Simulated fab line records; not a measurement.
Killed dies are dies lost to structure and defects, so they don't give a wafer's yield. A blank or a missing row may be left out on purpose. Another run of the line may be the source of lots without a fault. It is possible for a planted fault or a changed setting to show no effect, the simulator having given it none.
fab line records	flow n5-finfet
record lots=12	wafers=35	last-day=17
route steps=1938 shown BEOL_M13@1699 BEOL_M14@1718 PASSIVATION@1936
lots that met no fault: from a run of the same line without faults
start-h: hours from the record's opening day to when the first of the lot's shown wafers began	wait-h: hours since the lot's step before	" same as the row above	L1.1+2: a row that stands for several wafers	- no value, or no start given	* or withheld: withheld	< > ~ a bound
route shown NAME@n: names a module that has steps shown in the file, with the first one's number in the route	usual: average and standard deviation across the fault-free wafers	same: alike in all rows	chamber/n: place in a boat	sites: per-site readings	_std_site: their standard deviation	_edge_site: outer sites' mean less inner sites'	radius-mm: how far each site lies from the wafer's centre	mask NAME#n: copy n	behind: the tool/chamber that last shaped the wafer	hold: why the lot was held/for how many hours/how that ended	device: which transistor (n, p or np) failed to switch	end of line: the route-end tests of the same wafers	step lacking rows: just its recipe	killed: at the first sort, the dies lost to defects and structure; wafer yield is something else	map: a wafer's dies, marking killed ones x, the rest . and places with no die _
set.NAME: setting as actually run; set.NAME@STEP: the setting as run at that earlier step	model.NAME: the simulator's own value behind a step, which no gauge read
steps of the route over a sample of lots; a table a step, a row a wafer
services: the hour from which a tool's chamber was out of use, counted from the record's first day as start-h (under 0 if before that day), plus the number of hours and why
## steps
# step N5_BEOL_M13_STRIP_37
# recipe chemistry=N2/H2	power-w=1000	temp-c=250	h2-frac=0.65	overash-fraction=0.3	pressure-mtorr=withheld	n2-flow-sccm=1750	h2-flow-sccm=3250
# usual drypump-motor-current-A=5.4/0.36	heater-power-w=344/31	oes-product-au=0.784/0.0095	temp-c=250.00/0.2
lot.wafer	tool	chamber	start-h	wait-h	drypump-motor-current-A	heater-power-w	oes-product-au	rf-hours-counter-h	temp-c
L815.3	plasma-asher-02	1	255.86	0.1	5.1	378	0.785	-	249.86
L815.5	"	1	"	"	5.2	390	0.792	-	250.09
L816.1	plasma-asher-01	0	256.67	0.0	5.7	324	0.796	70	249.93
L816.4	"	1	"	"	5.6	312	0.768	-	249.73
L816.5	"	0	"	"	5.7	329	0.789	-	250.04
L819.3	plasma-asher-01	0	287.72	0.1	5.7	338	0.789	-	249.91
L819.5	"	1	"	"	5.6	299	0.773	-	249.96
L819.6	"	0	"	"	5.7	337	0.787	-	250.07
L820.1	plasma-asher-01	1	290.96	0.0	5.7	316	0.788	76	249.76
L820.3	"	0	"	"	5.7	336	0.792	-	250.20
L820.6	"	0	"	"	5.8	331	0.796	-	249.65
L821.1	plasma-asher-02	1	315.07	0.1	5.1	385	0.780	139	250.05
L821.4	"	0	"	"	4.8	366	0.780	-	249.92
L821.5	"	1	"	"	5.1	379	0.791	-	249.96
L824.1	plasma-asher-02	0	327.80	0.0	4.8	362	0.770	141	249.85
L824.3	"	0	"	"	4.9	360	0.783	-	249.80
L824.6	"	1	"	"	5.2	392	0.762	-	250.37
L826.1	plasma-asher-02	0	338.38	0.0	4.8	362	0.787	143	250.35
L826.2	"	1	"	"	5.1	382	0.774	143	249.75
L826.5	"	1	"	"	5.1	386	0.773	-	249.69
L828.2	plasma-asher-02	1	338.92	0.0	5.1	385	0.783	144	249.92
L828.3	"	0	"	"	4.8	376	0.783	-	250.42
L828.5	"	0	"	"	4.9	373	0.794	-	250.51
L831.1	plasma-asher-01	0	360.73	0.0	5.8	340	0.777	90	249.98
L831.2	"	1	"	"	5.7	313	0.786	90	249.93
L831.5	"	1	"	"	5.6	298	0.774	-	249.94
L830.2	plasma-asher-01	0	361.30	0.0	5.7	337	0.795	91	250.30
L830.5	"	0	"	"	5.7	338	0.786	-	250.29
L830.6	"	1	"	"	5.7	300	0.780	-	250.51
L832.3	plasma-asher-01	0	368.35	0.1	5.7	328	0.784	-	249.86
L832.4	"	1	"	"	5.7	311	0.787	-	250.06
L832.6	"	1	"	"	5.6	306	0.790	-	250.17
L834.1	plasma-asher-01	1	387.66	0.0	5.7	312	0.783	98	250.25
L834.4	"	0	"	"	5.7	326	0.781	-	249.81
L834.6	"	0	"	"	5.7	329	0.777	-	249.73
# step N5_BEOL_M13_DEGAS_41
# recipe ambient=vacuum	temp-c=250	time-s=60
# usual heater-power-w=323/33
lot.wafer	tool	chamber	start-h	wait-h	heater-power-w
L815.3	pvd-sputter-02	-	264.44	0.3	329
L815.5	"	-	"	"	328
L816.1	pvd-sputter-01	-	266.32	0.0	306
L816.4	"	-	"	"	342
L816.5	"	-	"	"	369
L819.3	pvd-sputter-03	-	288.02	0.0	316
L819.5	"	-	"	"	276
L819.6	"	-	"	"	288
L820.1	pvd-sputter-02	-	291.38	0.2	326
L820.3	"	-	"	"	361
L820.6	"	-	"	"	274
L821.1	pvd-sputter-02	-	317.30	0.7	274
L821.4	"	-	"	"	340
L821.5	"	-	"	"	326
L824.1	pvd-sputter-01	-	330.82	1.1	322
L824.3	"	-	"	"	363
L824.6	"	-	"	"	300
L828.2	pvd-sputter-01	-	342.93	0.6	363
L828.3	"	-	"	"	325
L828.5	"	-	"	"	296
L826.1	pvd-sputter-01	-	343.57	0.7	376
L826.2	"	-	"	"	294
L826.5	"	-	"	"	332
L831.1	pvd-sputter-03	-	366.25	0.2	287
L831.2	"	-	"	"	274
L831.5	"	-	"	"	276
L830.2	pvd-sputter-02	-	366.33	0.2	272
L830.5	"	-	"	"	275
L830.6	"	-	"	"	348
L832.3	pvd-sputter-02	-	369.57	0.4	331
L832.4	"	-	"	"	342
L832.6	"	-	"	"	338
L834.1	pvd-sputter-03	-	388.81	0.6	286
L834.4	"	-	"	"	268
L834.6	"	-	"	"	324
# step N5_BEOL_M13_SPUTTER_43
# recipe material=TaN	target-thk-a=150	temp-c=50	bias-v=168.6	power-w=15000	chamber-pressure-pa=0.12	time-s=24.19
# usual throttle-valve-pct=29.9/1
lot.wafer	tool	chamber	start-h	wait-h	throttle-valve-pct
L815.3	pvd-sputter-02	-	264.52	0.0	29.7
L815.5	"	-	"	"	29.6
L816.1	pvd-sputter-01	-	266.40	0.0	30.1
L816.4	"	-	"	"	29.5
L816.5	"	-	"	"	31.0
L819.3	pvd-sputter-03	-	288.10	0.0	29.7
L819.5	"	-	"	"	28.6
L819.6	"	-	"	"	31.9
L820.1	pvd-sputter-02	-	291.46	0.0	29.6
L820.3	"	-	"	"	28.4
L820.6	"	-	"	"	31.4
L821.1	pvd-sputter-02	-	317.38	0.0	31.4
L821.4	"	-	"	"	29.5
L821.5	"	-	"	"	29.8
L824.1	pvd-sputter-01	-	330.90	0.0	29.9
L824.3	"	-	"	"	31.0
L824.6	"	-	"	"	29.8
L828.2	pvd-sputter-01	-	343.01	0.0	31.3
L828.3	"	-	"	"	29.5
L828.5	"	-	"	"	30.1
L826.1	pvd-sputter-01	-	343.65	0.0	31.1
L826.2	"	-	"	"	29.8
L826.5	"	-	"	"	29.6
L831.1	pvd-sputter-03	-	366.33	0.0	31.8
L831.2	"	-	"	"	28.5
L831.5	"	-	"	"	28.6
L830.2	pvd-sputter-02	-	366.41	0.0	31.5
L830.5	"	-	"	"	31.4
L830.6	"	-	"	"	28.7
L832.3	pvd-sputter-02	-	369.65	0.0	29.7
L832.4	"	-	"	"	29.6
L832.6	"	-	"	"	29.6
L834.1	pvd-sputter-03	-	388.89	0.0	31.7
L834.4	"	-	"	"	28.3
L834.6	"	-	"	"	29.7
# step N5_BEOL_M14_COAT_58
# recipe resist=BARC	temp-c=205	time-s=60	spin-rpm=1500	resist-thk-nm=89
# usual chill-plate-temp-C=23.01/0.1	exhaust-pa=44.9/0.86	spin-speed-rpm=1500.0/0.89
lot.wafer	tool	chamber	start-h	wait-h	chill-plate-temp-C	exhaust-pa	spin-speed-rpm
L815.3	litho-track-04	0	265.96	0.0	23.01	45.4	1500.2
L815.5	"	0	"	"	23.03	45.5	1499.6
L816.1	litho-track-02	0	267.84	0.0	23.03	44.6	1500.6
L816.4	"	0	"	"	22.93	45.7	1500.4
L816.5	"	0	"	"	23.25	44.2	1500.0
L819.3	litho-track-04	0	289.56	0.0	22.90	43.9	1500.5
L819.5	"	0	"	"	22.98	45.1	1500.7
L819.6	"	0	"	"	23.06	45.3	1499.9
L820.1	litho-track-03	0	292.91	0.0	23.01	46.4	1499.2
L820.3	"	0	"	"	22.98	44.4	1500.4
L820.6	"	0	"	"	23.06	45.8	1499.9
L821.1	litho-track-03	0	318.86	0.0	23.04	45.2	1499.3
L821.4	"	0	"	"	23.07	44.8	1500.8
L821.5	"	0	"	"	22.94	44.4	1500.5
L824.1	litho-track-03	0	332.36	0.0	22.78	44.6	1438.5
L824.3	"	0	"	"	23.02	45.4	1437.7
L824.6	"	0	"	"	22.85	44.2	1439.6
L828.2	litho-track-03	0	344.46	0.0	23.10	45.1	1439.2
L828.3	"	0	"	"	22.98	45.7	1438.1
L828.5	"	0	"	"	22.84	44.6	1440.0
L826.1	litho-track-03	0	345.11	0.0	23.05	45.1	1438.0
L826.2	"	0	"	"	22.97	45.8	1438.4
L826.5	"	0	"	"	23.07	46.7	1438.6
L831.1	litho-track-02	0	367.78	0.0	23.12	42.9	1500.1
L831.2	"	0	"	"	23.12	44.0	1500.1
L831.5	"	0	"	"	23.01	44.0	1502.3
L830.2	litho-track-02	0	368.06	0.0	22.77	44.6	1499.8
L830.5	"	0	"	"	22.84	43.8	1499.9
L830.6	"	0	"	"	22.94	44.8	1500.1
L832.3	litho-track-02	0	371.58	0.0	22.93	45.2	1500.9
L832.4	"	0	"	"	22.92	46.0	1500.1
L832.6	"	0	"	"	22.92	45.8	1501.2
L834.1	litho-track-02	0	390.33	0.0	22.99	45.8	1498.9
L834.4	"	0	"	"	23.10	45.2	1501.3
L834.6	"	0	"	"	22.98	45.8	1500.7
# step N5_PASSIVATION_PROBE_49
# usual defect-limited-yield=91.0/1.4	killed_at_M0_to_M3=35/10	killed_at_M4_up=14/5.5	killed-at-contacts=13/5.6	killed-at-front-end=41/11	killed-at-other=4/3.4	killed-dies=106/16	killed-open=68/12	killed-short=35/7.3	sort_bin_4_leakage=0.3/2.1	sort_bin_5_function=5.3/0.89	sort_bin_6_memory=3.4/0.67	sort-n-pass=1070/28	sort-yield-pct=90.7/2.4
# same gross-dies=1180	killed-at-back-side=0	sort_bin_8_speed[%]=0
lot.wafer	tool	chamber	start-h	wait-h	defect-limited-yield[%]	killed_at_M0_to_M3	killed_at_M4_up	killed-at-contacts	killed-at-front-end	killed-at-other	killed-dies	killed-open	killed-short	sort_bin_4_leakage[%]	sort_bin_5_function[%]	sort_bin_6_memory[%]	sort-n-pass	sort-yield-pct[%]
L815.3	prober-01	-	303.50	0.1	90.0	39	10	25	42	2	118	82	35	0	6.3	3.4	1062	90.0
L815.5	prober-01	-	303.60	0.2	88.9	31	15	12	67	6	131	91	40	0	6.7	4.1	1049	88.9
L821.1	prober-02	-	350.52	0.0	88.7	40	7	9	64	13	133	93	38	0	6.7	4.2	1047	88.7
L821.4	prober-02	-	350.67	0.2	89.2	55	9	11	42	10	127	75	50	0	5.9	4.4	1053	89.2
L821.5	prober-02	-	350.72	0.2	91.5	41	11	8	36	4	100	65	35	0	5.3	3.0	1080	91.5
L824.1	prober-02	-	355.28	0.0	89.2	41	18	13	49	7	128	88	36	0	5.3	5.3	1052	89.2
L824.3	prober-02	-	355.38	0.1	89.8	36	19	14	44	7	120	80	37	0	6.0	3.5	1060	89.8
L824.6	prober-02	-	355.53	0.3	93.6	34	15	8	18	1	76	52	20	5.3	3.0	3.1	1041	88.2
L828.2	prober-01	-	374.55	0.1	90.3	44	18	17	32	3	114	74	34	0.1	6.4	3.0	1065	90.3
L828.3	prober-01	-	374.60	0.1	92.4	27	11	16	36	0	90	60	29	0	4.4	2.9	1090	92.4
L828.5	prober-01	-	374.70	0.2	92.5	38	11	14	26	0	89	54	32	0	4.2	3.1	1091	92.5
L826.1	prober-02	-	379.38	0.0	92.2	32	10	7	39	4	92	59	31	0	4.9	2.6	1088	92.2
L826.2	prober-02	-	379.43	0.1	90.8	31	12	14	51	1	109	60	44	0	5.9	2.6	1071	90.8
L826.5	prober-02	-	379.58	0.2	92.0	27	7	12	44	4	94	58	33	0	4.0	3.6	1086	92.0
L834.1	prober-01	-	415.46	0.0	90.8	30	18	15	36	10	109	71	33	0	5.3	3.7	1071	90.8
L834.4	prober-01	-	415.61	0.2	89.4	35	23	18	48	1	125	82	40	0	6.4	3.5	1055	89.4
L834.6	prober-01	-	415.71	0.3	90.5	23	11	16	46	16	112	67	40	0	6.0	3.1	1068	90.5
# killed by level:class
L815.3 MOL_CONTACT_COAG:geometric-particle:open=19 BEOL_M2:geometric-particle:open=12 STI_FIN_REVEAL:geometric-particle:open=11 BEOL_M3:geometric-particle:open=8 BEOL_M2:geometric-particle:short=7 FIN_SAQP:geometric-particle:short=6 MOL_CONTACT_COAG:geometric-particle:short=6 FIN_SAQP:geometric-particle:open=5
L815.5 STI_FIN_REVEAL:geometric-particle:open=25 FIN_SAQP:geometric-particle:short=10 BEOL_M2:geometric-particle:open=8 BEOL_M5:geometric-particle:open=8 FIN_SAQP:geometric-particle:open=7 DUMMY_GATE:geometric-particle:open=7 MOL_CONTACT_COAG:geometric-particle:open=7 BEOL_M0_SAQP:geometric-particle:open=7
L821.1 STI_FIN_REVEAL:geometric-particle:open=18 FIN_SAQP:geometric-particle:open=11 BEOL_M1:geometric-particle:open=11 BEOL_M3:geometric-particle:open=10 DUMMY_GATE:geometric-particle:open=9 GATE_CUT:geometric-particle:short=8 FIN_SAQP:geometric-particle:short=7 MOL_CONTACT_COAG:geometric-particle:open=7
L821.4 BEOL_M0_SAQP:geometric-particle:short=18 FIN_SAQP:geometric-particle:short=11 BEOL_M1:geometric-particle:open=11 FIN_SAQP:geometric-particle:open=10 MOL_CONTACT_COAG:geometric-particle:open=9 BEOL_M0_SAQP:geometric-particle:open=8 DUMMY_GATE:geometric-particle:open=6 BEOL_M0:geometric-particle:open=4
L821.5 BEOL_M0_SAQP:geometric-particle:open=11 STI_FIN_REVEAL:geometric-particle:open=10 BEOL_M1:geometric-particle:open=10 MOL_CONTACT_COAG:geometric-particle:open=7 BEOL_M1:geometric-particle:short=7 DUMMY_GATE:geometric-particle:open=6 FIN_SAQP:geometric-particle:short=5 BEOL_M0_SAQP:geometric-particle:short=5
L824.1 STI_FIN_REVEAL:geometric-particle:open=16 BEOL_M2:geometric-particle:open=10 MOL_CONTACT_COAG:geometric-particle:open=9 FIN_SAQP:geometric-particle:open=8 BEOL_M3:geometric-particle:open=8 BEOL_M4:geometric-particle:open=7 FIN_SAQP:geometric-particle:short=5 BEOL_M0_SAQP:geometric-particle:open=5
L824.3 STI_FIN_REVEAL:geometric-particle:open=12 MOL_CONTACT_COAG:geometric-particle:open=11 BEOL_M4:geometric-particle:open=8 FIN_SAQP:geometric-particle:open=7 FIN_SAQP:geometric-particle:short=7 BEOL_M5:geometric-particle:open=7 BEOL_M3:geometric-particle:open=6 STI_FIN_REVEAL:geometric-particle:short=5
L824.6 BEOL_M1:geometric-particle:open=9 MOL_CONTACT_COAG:geometric-particle:open=7 BEOL_M3:geometric-particle:open=7 BEOL_M0_SAQP:geometric-particle:open=6 BEOL_M8:geometric-particle:open=5 FIN_SAQP:geometric-particle:short=3 DUMMY_GATE:geometric-particle:open=3 BEOL_M0_SAQP:geometric-particle:short=3
L828.2 BEOL_M0_SAQP:geometric-particle:open=14 MOL_CONTACT_COAG:geometric-particle:open=13 BEOL_M0_SAQP:geometric-particle:short=11 STI_FIN_REVEAL:geometric-particle:open=10 BEOL_M2:geometric-particle:open=6 BEOL_M3:geometric-particle:open=6 BEOL_M4:geometric-particle:open=6 STI_FIN_REVEAL:geometric-particle:short=4
L828.3 MOL_CONTACT_COAG:geometric-particle:open=12 STI_FIN_REVEAL:geometric-particle:open=10 BEOL_M0_SAQP:geometric-particle:open=9 FIN_SAQP:geometric-particle:open=7 BEOL_M4:geometric-particle:open=6 BEOL_M0_SAQP:geometric-particle:short=5 FIN_SAQP:geometric-particle:short=4 MOL_CONTACT_COAG:geometric-particle:short=4
L828.5 MOL_CONTACT_COAG:geometric-particle:open=12 BEOL_M0_SAQP:geometric-particle:short=11 BEOL_M3:geometric-particle:open=10 GATE_CUT:geometric-particle:short=9 BEOL_M0_SAQP:geometric-particle:open=9 GATE_CUT:geometric-particle:open=4 FIN_CUT:geometric-particle:short=3 BEOL_M4:geometric-particle:open=3
L826.1 FIN_SAQP:geometric-particle:short=12 BEOL_M1:geometric-particle:open=11 BEOL_M0_SAQP:geometric-particle:open=6 BEOL_M2:geometric-particle:open=6 DUMMY_GATE:geometric-particle:open=5 MOL_CONTACT_COAG:geometric-particle:open=5 STARTING-WAFER:geometric-particle:open=5 GATE_CUT:geometric-particle:short=4
L826.2 GATE_CUT:geometric-particle:short=15 MOL_CONTACT_COAG:geometric-particle:open=11 STI_FIN_REVEAL:geometric-particle:open=9 BEOL_M0_SAQP:geometric-particle:open=7 FIN_SAQP:geometric-particle:short=6 FIN_SAQP:geometric-particle:open=5 BEOL_M0_SAQP:geometric-particle:short=5 BEOL_M2:geometric-particle:open=5
L826.5 GATE_CUT:geometric-particle:short=11 STI_FIN_REVEAL:geometric-particle:open=10 MOL_CONTACT_COAG:geometric-particle:open=8 DUMMY_GATE:geometric-particle:open=6 BEOL_M1:geometric-particle:open=5 STARTING-WAFER:geometric-particle:short=4 GATE_CUT:geometric-particle:open=4 BEOL_M0_SAQP:geometric-particle:short=4
L834.1 STI_FIN_REVEAL:geometric-particle:open=12 MOL_CONTACT_COAG:geometric-particle:open=12 BEOL_M0_SAQP:geometric-particle:short=8 FIN_SAQP:geometric-particle:open=7 PAD_METAL:geometric-particle:open=6 BEOL_M0_SAQP:geometric-particle:open=6 GATE_CUT:geometric-particle:open=5 BEOL_M4:geometric-particle:open=5
L834.4 BEOL_M4:geometric-particle:open=15 FIN_SAQP:geometric-particle:open=14 MOL_CONTACT_COAG:geometric-particle:open=14 FIN_SAQP:geometric-particle:short=10 BEOL_M0_SAQP:geometric-particle:open=7 BEOL_M0_SAQP:geometric-particle:short=6 BEOL_M1:geometric-particle:open=6 BEOL_M1:geometric-particle:short=5
L834.6 MOL_CONTACT_COAG:geometric-particle:open=14 GATE_CUT:geometric-particle:short=11 FIN_SAQP:geometric-particle:open=7 FIN_SAQP:geometric-particle:short=7 GATE_CUT:geometric-particle:open=7 PAD_METAL:geometric-particle:open=6 BEOL_M0_SAQP:geometric-particle:open=5 BEOL_M0_SAQP:geometric-particle:short=5
## services
tool	chamber	start-h	hours	kind
plasma-asher-01	-	279.26	1.1	repair
plasma-asher-02	-	310.94	1.1	repair
pvd-sputter-03	-	316.53	4.6	repair
plasma-asher-02	-	352.85	17.1	pm
pvd-sputter-02	-	361.06	3.8	repair
plasma-asher-01	-	364.24	0.7	repair
plasma-asher-02	-	375.73	1.2	repair
## key
first-sign step=N5_BEOL_M14_COAT_58	reading=spin-speed-rpm	direction=down	sigmas=69	usual=*	struck=*
effect none on later readings
met-at N5_BEOL_M14_COAT_58
struck-lots L824,L826,L828
not-acting-at N5_BEOL_M13_STRIP_37,N5_BEOL_M13_DEGAS_41,N5_BEOL_M13_SPUTTER_43
onset-between 318.86 332.36
fault kind=process-parameter-drift	tool=litho-track-03	chamber=-	onset-h=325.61	steps=N5_BEOL_M14_COAT_58	channel=spin-rpm	offset=*	shape=step	end-h=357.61	acts-in=*	stated=*
